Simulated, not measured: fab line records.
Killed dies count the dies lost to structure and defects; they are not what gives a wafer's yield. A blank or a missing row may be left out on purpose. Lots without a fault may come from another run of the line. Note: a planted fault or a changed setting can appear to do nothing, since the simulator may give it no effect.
fab line records / flow nand-harc
record: lots: 7 wafers: 21 last-day: 33
route steps=1302 shown P_ZERO_WELL@21
lots that met no fault: from a run of the same line without faults
start-h: hours from the record's first day to the start of the lot's first wafer shown / wait-h: how many hours have passed since the lot's step before this one / " as in the row above / L1.1+2: a row that stands for several wafers / - value missing, or start not given / * or withheld: withheld / < > ~ a bound
route shown NAME@n: a module of which the file shows steps, and the number in the route of the first / usual: mean and standard deviation over wafers with no fault / same: alike in all rows / chamber/n: place in a boat / sites: each site's reading / _std_site: the standard deviation of these / _edge_site: the outer-site mean with the inner-site mean subtracted / radius-mm: for every site, how far away it sits from the centre of the wafer / mask NAME#n: copy n / behind: tool/chamber where the wafer was last shaped / hold: the reason the lot was held/the length of the hold in hours/how it ended / device: transistor that didn't switch, given as n, p or np / end of line: the tests these same wafers got at the end of their route / a step with no rows: only its recipe / killed: at the first sort, the dies lost to defects and structure; wafer yield is something else / map: a wafer's dies, marking killed ones x, the rest . and places with no die _
set.NAME: setting as actually run; set.NAME@STEP: the setting as run at that earlier step / model.NAME: the simulator's own value behind a step, which no gauge read
lots seen at some steps along the route; tables by step, rows by wafer
services: a tool's chamber out of use, with start hour (start-h, from the record's first day; less than 0 if before it), hours out, and reason
== steps ==
step: NHARC_P_ZERO_WELL_DEHYDRATE_16
recipe: temp-c: 150 time-s: 120
step: NHARC_P_ZERO_WELL_HMDS_17
recipe: time-s: 30
step: NHARC_P_ZERO_WELL_COAT_18
recipe: spin-rpm: withheld
step: NHARC_P_ZERO_WELL_SOFTBAKE_19
recipe: temp-c: 122 time-s: 95
step: NHARC_P_ZERO_WELL_EBR_20
step: NHARC_P_ZERO_WELL_EXPOSE_21
recipe: na: 0.6 target-cd-nm: 720 dose-mj: 22.31 mask-id: P_NWELL
step: NHARC_P_ZERO_WELL_PEB_22
recipe: peb-temp-c: 118 peb-time-s: 85
step: NHARC_P_ZERO_WELL_DEVELOP_23
recipe: time-s: 70
step: NHARC_P_ZERO_WELL_CD_MEAS_24
recipe: target-cd-nm: 720 landing-energy-ev: 500
usual: cd-nm: 719.7/1.7
lot.wafer=L402.3 tool=cd-sem-01 chamber=0 start-h=102.51 wait-h=- cd-nm=717.5
lot.wafer=L402.4 tool=cd-sem-01 chamber=0 start-h=102.51 wait-h=- cd-nm=717.0
lot.wafer=L402.5 tool=cd-sem-01 chamber=0 start-h=102.51 wait-h=- cd-nm=718.5
lot.wafer=L404.1 tool=cd-sem-01 chamber=0 start-h=123.89 wait-h=- cd-nm=718.9
lot.wafer=L404.2 tool=cd-sem-01 chamber=0 start-h=123.89 wait-h=- cd-nm=720.5
lot.wafer=L404.3 tool=cd-sem-01 chamber=0 start-h=123.89 wait-h=- cd-nm=718.1
lot.wafer=L413.2 tool=cd-sem-03 chamber=0 start-h=212.37 wait-h=- cd-nm=722.6
lot.wafer=L413.3 tool=cd-sem-03 chamber=0 start-h=212.37 wait-h=- cd-nm=718.6
lot.wafer=L413.6 tool=cd-sem-03 chamber=0 start-h=212.37 wait-h=- cd-nm=719.1
lot.wafer=L414.3 tool=cd-sem-02 chamber=0 start-h=222.71 wait-h=- cd-nm=720.1
lot.wafer=L414.5 tool=cd-sem-02 chamber=0 start-h=222.71 wait-h=- cd-nm=716.7
lot.wafer=L414.6 tool=cd-sem-02 chamber=0 start-h=222.71 wait-h=- cd-nm=718.9
lot.wafer=L415.1 tool=cd-sem-02 chamber=0 start-h=232.45 wait-h=- cd-nm=717.9
lot.wafer=L415.4 tool=cd-sem-02 chamber=0 start-h=232.45 wait-h=- cd-nm=719.3
lot.wafer=L415.5 tool=cd-sem-02 chamber=0 start-h=232.45 wait-h=- cd-nm=720.8
lot.wafer=L416.2 tool=cd-sem-03 chamber=0 start-h=242.47 wait-h=- cd-nm=721.0
lot.wafer=L416.3 tool=cd-sem-03 chamber=0 start-h=242.47 wait-h=- cd-nm=723.3
lot.wafer=L416.4 tool=cd-sem-03 chamber=0 start-h=242.47 wait-h=- cd-nm=720.8
lot.wafer=L417.1 tool=cd-sem-01 chamber=0 start-h=252.83 wait-h=- cd-nm=716.3
lot.wafer=L417.2 tool=cd-sem-01 chamber=0 start-h=252.83 wait-h=- cd-nm=719.1
lot.wafer=L417.5 tool=cd-sem-01 chamber=0 start-h=252.83 wait-h=- cd-nm=718.8
step: NHARC_P_ZERO_WELL_HARDBAKE_25
recipe: temp-c: 125 time-s: 80
step: NHARC_P_ZERO_WELL_DESCUM_26
recipe: time-s: 3 o2-flow-sccm: 200 ar-flow-sccm: 0 bias-power-w: 0 chemistry: O2
usual: drypump-motor-current-A: 5.9/0.48 oes-product-au: 0.998/0.0097 rf-vpp-V: 57.6/0.98 showerhead-plenum-p-Torr: 1.88/0.11 throttle-valve-pct: 11.310/0.0091
same: time-s: 3
lot.wafer=L402.3 tool=rie-diel-03 chamber=2 start-h=102.66 wait-h=- drypump-motor-current-A=6.1 oes-product-au=1.003 rf-hours-counter-h=54 rf-vpp-V=56.4 showerhead-plenum-p-Torr=1.77 throttle-valve-pct=11.309
lot.wafer=L402.4 tool=rie-diel-03 chamber=3 start-h=102.66 wait-h=- drypump-motor-current-A=6.6 oes-product-au=1.010 rf-hours-counter-h=59 rf-vpp-V=57.0 showerhead-plenum-p-Torr=1.79 throttle-valve-pct=11.317
lot.wafer=L402.5 tool=rie-diel-03 chamber=2 start-h=102.66 wait-h=- drypump-motor-current-A=6.1 oes-product-au=1.014 rf-hours-counter-h=- rf-vpp-V=56.8 showerhead-plenum-p-Torr=1.77 throttle-valve-pct=11.305
lot.wafer=L404.3 tool=rie-diel-05 chamber=2 start-h=124.05 wait-h=- drypump-motor-current-A=6.2 oes-product-au=0.993 rf-hours-counter-h=21 rf-vpp-V=57.5 showerhead-plenum-p-Torr=1.77 throttle-valve-pct=11.313
lot.wafer=L404.2 tool=rie-diel-05 chamber=0 start-h=124.05 wait-h=- drypump-motor-current-A=4.7 oes-product-au=0.990 rf-hours-counter-h=20 rf-vpp-V=58.8 showerhead-plenum-p-Torr=1.99 throttle-valve-pct=11.314
lot.wafer=L404.1 tool=rie-diel-05 chamber=1 start-h=124.05 wait-h=- drypump-motor-current-A=5.5 oes-product-au=0.988 rf-hours-counter-h=20 rf-vpp-V=56.6 showerhead-plenum-p-Torr=1.85 throttle-valve-pct=11.313
lot.wafer=L413.2 tool=rie-diel-05 chamber=0 start-h=212.53 wait-h=- drypump-motor-current-A=4.7 oes-product-au=1.003 rf-hours-counter-h=50 rf-vpp-V=57.7 showerhead-plenum-p-Torr=1.98 throttle-valve-pct=11.311
lot.wafer=L413.3 tool=rie-diel-05 chamber=2 start-h=212.53 wait-h=- drypump-motor-current-A=6.2 oes-product-au=0.996 rf-hours-counter-h=54 rf-vpp-V=56.3 showerhead-plenum-p-Torr=1.76 throttle-valve-pct=11.314
lot.wafer=L413.6 tool=rie-diel-05 chamber=2 start-h=212.53 wait-h=- drypump-motor-current-A=6.2 oes-product-au=0.999 rf-hours-counter-h=- rf-vpp-V=58.9 showerhead-plenum-p-Torr=1.76 throttle-valve-pct=11.302
lot.wafer=L414.3 tool=rie-diel-03 chamber=0 start-h=222.90 wait-h=- drypump-motor-current-A=5.6 oes-product-au=0.985 rf-hours-counter-h=29 rf-vpp-V=57.1 showerhead-plenum-p-Torr=1.80 throttle-valve-pct=11.305
lot.wafer=L414.6 tool=rie-diel-03 chamber=1 start-h=222.90 wait-h=- drypump-motor-current-A=6.1 oes-product-au=0.979 rf-hours-counter-h=- rf-vpp-V=56.8 showerhead-plenum-p-Torr=1.79 throttle-valve-pct=11.327
lot.wafer=L414.5 tool=rie-diel-03 chamber=0 start-h=222.90 wait-h=- drypump-motor-current-A=5.6 oes-product-au=0.991 rf-hours-counter-h=- rf-vpp-V=56.8 showerhead-plenum-p-Torr=1.80 throttle-valve-pct=11.300
lot.wafer=L415.1 tool=rie-diel-03 chamber=1 start-h=232.64 wait-h=- drypump-motor-current-A=6.1 oes-product-au=0.991 rf-hours-counter-h=36 rf-vpp-V=57.3 showerhead-plenum-p-Torr=1.79 throttle-valve-pct=11.313
lot.wafer=L415.4 tool=rie-diel-03 chamber=1 start-h=232.64 wait-h=- drypump-motor-current-A=6.1 oes-product-au=0.998 rf-hours-counter-h=- rf-vpp-V=56.4 showerhead-plenum-p-Torr=1.79 throttle-valve-pct=11.321
lot.wafer=L415.5 tool=rie-diel-03 chamber=1 start-h=232.64 wait-h=- drypump-motor-current-A=6.1 oes-product-au=0.990 rf-hours-counter-h=- rf-vpp-V=57.5 showerhead-plenum-p-Torr=1.79 throttle-valve-pct=11.309
lot.wafer=L416.3 tool=rie-diel-05 chamber=1 start-h=242.64 wait-h=- drypump-motor-current-A=5.5 oes-product-au=1.006 rf-hours-counter-h=2 rf-vpp-V=58.7 showerhead-plenum-p-Torr=1.84 throttle-valve-pct=11.310
lot.wafer=L416.2 tool=rie-diel-05 chamber=2 start-h=242.64 wait-h=- drypump-motor-current-A=6.2 oes-product-au=0.998 rf-hours-counter-h=2 rf-vpp-V=59.0 showerhead-plenum-p-Torr=2.08 throttle-valve-pct=11.325
lot.wafer=L416.4 tool=rie-diel-05 chamber=1 start-h=242.64 wait-h=- drypump-motor-current-A=5.5 oes-product-au=1.003 rf-hours-counter-h=- rf-vpp-V=57.6 showerhead-plenum-p-Torr=1.84 throttle-valve-pct=11.322
lot.wafer=L417.1 tool=rie-diel-03 chamber=1 start-h=252.98 wait-h=- drypump-motor-current-A=6.1 oes-product-au=1.003 rf-hours-counter-h=45 rf-vpp-V=57.4 showerhead-plenum-p-Torr=1.79 throttle-valve-pct=11.294
lot.wafer=L417.2 tool=rie-diel-03 chamber=3 start-h=252.98 wait-h=- drypump-motor-current-A=6.6 oes-product-au=1.006 rf-hours-counter-h=49 rf-vpp-V=56.4 showerhead-plenum-p-Torr=1.77 throttle-valve-pct=11.301
lot.wafer=L417.5 tool=rie-diel-03 chamber=3 start-h=252.98 wait-h=- drypump-motor-current-A=6.7 oes-product-au=1.013 rf-hours-counter-h=- rf-vpp-V=58.2 showerhead-plenum-p-Torr=1.77 throttle-valve-pct=11.305
step: NHARC_P_ZERO_WELL_IMPLANT_27
recipe: energy-kev: 600 dose-cm2: 1e+13 tilt-deg: 7
step: NHARC_P_ZERO_WELL_IMPLANT_57
recipe: energy-kev: 250 dose-cm2: 4e+12 tilt-deg: 7
usual: beam-energy-keV: 250.01/0.075 beam-on-s: 10.03/0.22
lot.wafer=L402.3 tool=implanter-01 chamber=0 start-h=103.05 wait-h=0.1 beam-energy-keV=250.01 beam-on-s=9.95
lot.wafer=L402.4 tool=implanter-01 chamber=0 start-h=103.05 wait-h=0.1 beam-energy-keV=249.96 beam-on-s=9.78
lot.wafer=L402.5 tool=implanter-01 chamber=0 start-h=103.05 wait-h=0.1 beam-energy-keV=249.94 beam-on-s=10.08
lot.wafer=L404.1 tool=implanter-01 chamber=0 start-h=124.41 wait-h=0.2 beam-energy-keV=250.13 beam-on-s=10.22
lot.wafer=L404.2 tool=implanter-01 chamber=0 start-h=124.41 wait-h=0.2 beam-energy-keV=250.04 beam-on-s=10.04
lot.wafer=L404.3 tool=implanter-01 chamber=0 start-h=124.41 wait-h=0.2 beam-energy-keV=250.08 beam-on-s=9.63
lot.wafer=L413.2 tool=implanter-01 chamber=- start-h=212.91 wait-h=0.1 beam-energy-keV=- beam-on-s=-
lot.wafer=L413.3 tool=implanter-01 chamber=- start-h=212.91 wait-h=0.1 beam-energy-keV=- beam-on-s=-
lot.wafer=L413.6 tool=implanter-01 chamber=- start-h=212.91 wait-h=0.1 beam-energy-keV=- beam-on-s=-
lot.wafer=L414.3 tool=implanter-02 chamber=- start-h=223.28 wait-h=0.1 beam-energy-keV=- beam-on-s=-
lot.wafer=L414.5 tool=implanter-02 chamber=- start-h=223.28 wait-h=0.1 beam-energy-keV=- beam-on-s=-
lot.wafer=L414.6 tool=implanter-02 chamber=- start-h=223.28 wait-h=0.1 beam-energy-keV=- beam-on-s=-
lot.wafer=L415.1 tool=implanter-02 chamber=- start-h=233.01 wait-h=0.2 beam-energy-keV=- beam-on-s=-
lot.wafer=L415.4 tool=implanter-02 chamber=- start-h=233.01 wait-h=0.2 beam-energy-keV=- beam-on-s=-
lot.wafer=L415.5 tool=implanter-02 chamber=- start-h=233.01 wait-h=0.2 beam-energy-keV=- beam-on-s=-
lot.wafer=L416.2 tool=implanter-02 chamber=0 start-h=243.02 wait-h=0.2 beam-energy-keV=250.13 beam-on-s=9.60
lot.wafer=L416.3 tool=implanter-02 chamber=0 start-h=243.02 wait-h=0.2 beam-energy-keV=249.99 beam-on-s=10.11
lot.wafer=L416.4 tool=implanter-02 chamber=0 start-h=243.02 wait-h=0.2 beam-energy-keV=249.91 beam-on-s=10.09
lot.wafer=L417.1 tool=implanter-01 chamber=0 start-h=253.34 wait-h=0.1 beam-energy-keV=249.95 beam-on-s=9.97
lot.wafer=L417.2 tool=implanter-01 chamber=0 start-h=253.34 wait-h=0.1 beam-energy-keV=249.82 beam-on-s=10.08
lot.wafer=L417.5 tool=implanter-01 chamber=0 start-h=253.34 wait-h=0.1 beam-energy-keV=249.98 beam-on-s=9.60
step: NHARC_P_ZERO_WELL_IMPLANT_58
recipe: energy-kev: 100 dose-cm2: 2e+12 tilt-deg: 7
== services ==
tool=rie-diel-03 chamber=0 start-h=81.32 hours=4.6 kind=repair
tool=rie-diel-03 chamber=0 start-h=86.67 hours=- kind=clean
tool=rie-diel-03 chamber=1 start-h=86.67 hours=- kind=clean
tool=rie-diel-03 chamber=2 start-h=86.67 hours=- kind=clean
tool=rie-diel-03 chamber=3 start-h=86.67 hours=- kind=clean
tool=rie-diel-03 chamber=- start-h=104.30 hours=9.0 kind=pm
tool=rie-diel-03 chamber=0 start-h=104.30 hours=9.0 kind=vent-cycle
tool=rie-diel-03 chamber=1 start-h=104.30 hours=9.0 kind=vent-cycle
tool=rie-diel-03 chamber=2 start-h=104.30 hours=9.0 kind=vent-cycle
tool=rie-diel-03 chamber=3 start-h=104.30 hours=9.0 kind=vent-cycle
tool=rie-diel-05 chamber=3 start-h=110.30 hours=36.0 kind=repair
tool=rie-diel-03 chamber=0 start-h=113.30 hours=- kind=clean
tool=rie-diel-03 chamber=1 start-h=113.30 hours=- kind=clean
tool=rie-diel-03 chamber=2 start-h=113.30 hours=- kind=clean
tool=rie-diel-03 chamber=2 start-h=113.30 hours=- kind=consumable-replace:showerhead
tool=rie-diel-03 chamber=0 start-h=139.65 hours=14.3 kind=repair
tool=implanter-02 chamber=- start-h=146.04 hours=13.0 kind=pm
tool=rie-diel-03 chamber=2 start-h=176.28 hours=13.0 kind=repair
tool=rie-diel-05 chamber=1 start-h=204.70 hours=8.6 kind=repair
tool=rie-diel-03 chamber=3 start-h=215.64 hours=8.2 kind=repair
tool=rie-diel-05 chamber=- start-h=229.75 hours=9.0 kind=pm
tool=rie-diel-03 chamber=0 start-h=230.86 hours=22.7 kind=repair
tool=rie-diel-03 chamber=2 start-h=231.52 hours=3.4 kind=repair
tool=implanter-01 chamber=- start-h=236.07 hours=1.5 kind=repair
== key ==
first-sign: step: NHARC_P_ZERO_WELL_IMPLANT_57 reading: tool-record direction: missing
effect none on later readings
met-at NHARC_P_ZERO_WELL_IMPLANT_57
struck-wafers L413.2,L413.3,L413.6,L414.3,L414.5,L414.6,L415.1,L415.4,L415.5
later-rows-left-out L413.2,L413.3,L413.6,L414.3,L414.5,L414.6,L415.1,L415.4,L415.5
sort-left-out L413.2,L413.3,L413.6,L414.3,L414.5,L414.6,L415.1,L415.4,L415.5
tester-left-out L413,L414,L415
onset-between 124.41 212.91
fault: kind: skipped-step-whole tool: implanter-01,implanter-02 chamber: - onset-h: 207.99 steps: NHARC_P_ZERO_WELL_IMPLANT_57 scope: struck-lots-only
tester-left-out: of these lots the tester's yield and bins aren't shown, on N5 and GAA mostly nor the transistor test; their killed dies are dies lost to structure and defects alone, not to doping, threshold or leakage, so they don't give the yield
sort-left-out: the simulated sort isn't trusted on such a fault, so these wafers' sort isn't shown, and their yield isn't known
later-rows-left-out: the simulator's readings of these wafers behind a module that went badly wrong aren't trusted and aren't shown, but for the sort
